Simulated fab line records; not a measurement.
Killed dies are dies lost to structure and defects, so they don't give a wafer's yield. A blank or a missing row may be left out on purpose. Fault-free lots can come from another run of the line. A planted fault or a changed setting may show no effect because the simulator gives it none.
Comparing a struck lot with a sound one	flow n5Finfet	20 out of 1938 route steps
Sound: the wafers L459.2, L459.4, L459.6. Struck: wafers L457.2, L457.3, L457.6. Last of all comes the cause.
For every step that has rows: the tool of each side, followed by ch and its chambers, followed by its first start. Under that, the readings that differ: sound wafers	struck wafers	difference of the means	sigmas: that difference in standard deviations of wafers without a fault.
alike: same words and numbers on both sides, and readings whose means sit less than 2 such deviations apart. not compared: any withheld reading, any reading some wafer has no value for, any bound like >300 that may hide the same value, and any number with overlapping values for which the record gives no deviation.
A row with sigmas, a row that says differs or no value, or rows on one side alone: a step with any of these is where the two part. Numbers that have no deviation but don't overlap get no sigmas and don't part them. A reading that every wafer of one side lacks parts them only if that side has two wafers or more.

first, 11 steps without rows for these wafers: N5_FIN_CUT_DESCUM_13 (chemistry O2, time 7 s); N5_FIN_CUT_ETCH_30 (etches underlayer in N2/H2, target depth 13 nm, time 10.4 s); N5_FIN_CUT_ETCH_20 (etches SiARC in CF4, target depth 26 nm, time 43.3 s); N5_FIN_CUT_ETCH_21 (etches SOC in N2/H2, target depth 219 nm, overetch 43.8 nm, time 523.5 s); N5_FIN_CUT_STRIP_23 (strips in N2/H2); N5_FIN_CUT_STRIP_31 (strips in N2/H2); N5_FIN_CUT_STRIP_24 (strips in CF4); N5_FIN_CUT_CUT_ETCH_26 (etches SiNx in CH3F/O2, target depth 39 nm, time 55.7 s); N5_FIN_CUT_CUT_ETCH_27 (etches SiO2 in CHF3/O2, target depth 4 nm, overetch 2 nm, time 4.9 s); N5_FIN_CUT_PRECLEAN_35 (cleans in vHF, time 13.3 s); N5_FIN_CUT_CUT_ETCH_15 (etches Si in HBr/Cl2/O2, target depth 100 nm, bt time 10 s, time 42.4 s).
N5_FIN_CUT_CUT_ETCH_28: etches Si in HBr/Cl2/O2, target depth 6 nm, time 2.4 s.
  sound on rieSi-06 ch 0,1,2, day 7 21:17; struck on rieSi-04 ch 2,3, day 7 09:53
  alike: chamberPressureMTorr, drypumpMotorCurrentA, oesProductAu, throttleValvePct
  not compared: rfHoursCounterH
then, 4 steps without rows for these wafers: N5_FIN_CUT_STRIP_22 (strips in N2/H2); N5_FIN_CUT_PRECLEAN_36 (cleans in O3/DIW, time 60 s); N5_FIN_CUT_SRD_32 (time 30 s); N5_FIN_CUT_UV_OZONE_34 (time 120 s).
N5_FIN_CUT_INSPECT_17: inspects for defects (brightfield).
  sound on defectInspect-01 at day 7 21:48; struck on defectInspect-01 at day 7 10:08
reading	sound	struck	difference	sigmas
rawDefectCount	190 294 361	792 832 776	+518	+9
then, 1 step without rows for these wafers: N5_STI_FIN_REVEAL_ALD_00 (deposits SiO2, target thk 1 nm, pulse time 1 s).
-- record jumps: 6 days separate the struck wafers' starts on either side; left off in module STI_FIN_REVEAL, taken up again in module BEOL_M4, whose first shown step is the route's number 1111 --
N5_BEOL_M4_RC_MEAS_101:
  sound on prober-01 ch 0, day 13 10:15; struck on prober-02 ch 0, day 13 03:47
reading	sound	struck	difference	sigmas
IOFF_N (nA/um)	0.12 0.14 0.15	0.21 0.16 0.26	+0.07	+2
ION_N (uA/um)	669 660 671	690 684 693	+22	+2
VT_N (mV)	256 252 251	245 247 242	-8	-3
  alike: DIBL_N, DIBL_P, IOFF_P, ION_P, SS_N, SS_P, VT_P
-- a jump in the record: the struck wafers' starts before and after are 4 days apart (it breaks off in module BEOL_M4 and resumes in module PASSIVATION, where the first step shown is number 1936 of the route) --
N5_PASSIVATION_PROBE_49:
  sound on prober-01 at day 17 18:53; struck on prober-01 at day 17 13:34
reading	sound	struck	difference	sigmas
defectLimitedYield (%)	90.3 90.9 91.8	81.4 81.4 81.5	-9.6	-6
killedAtFrontEnd	43 46 47	156 168 158	+115	+12
killedDies	114 107 97	220 220 218	+113	+7
sort_bin_5_function (%)	5.4 5.0 4.7	11.9 12.9 12.5	+7.4	+8
sortNPass	1066 1073 1083	960 960 961	-114	-7
sortYieldPct (%)	90.3 90.9 91.8	81.4 81.4 81.4	-9.6	-6
  alike: killed_at_M0_to_M3, killed_at_M4_up, killedAtContacts, killedAtOther, killedOpen, killedShort, sort_bin_4_leakage, sort_bin_6_memory

## WHERE THEY PART
First at N5_FIN_CUT_INSPECT_17; last, within this record, at N5_PASSIVATION_PROBE_49.

WHY: what had been put in by the simulator
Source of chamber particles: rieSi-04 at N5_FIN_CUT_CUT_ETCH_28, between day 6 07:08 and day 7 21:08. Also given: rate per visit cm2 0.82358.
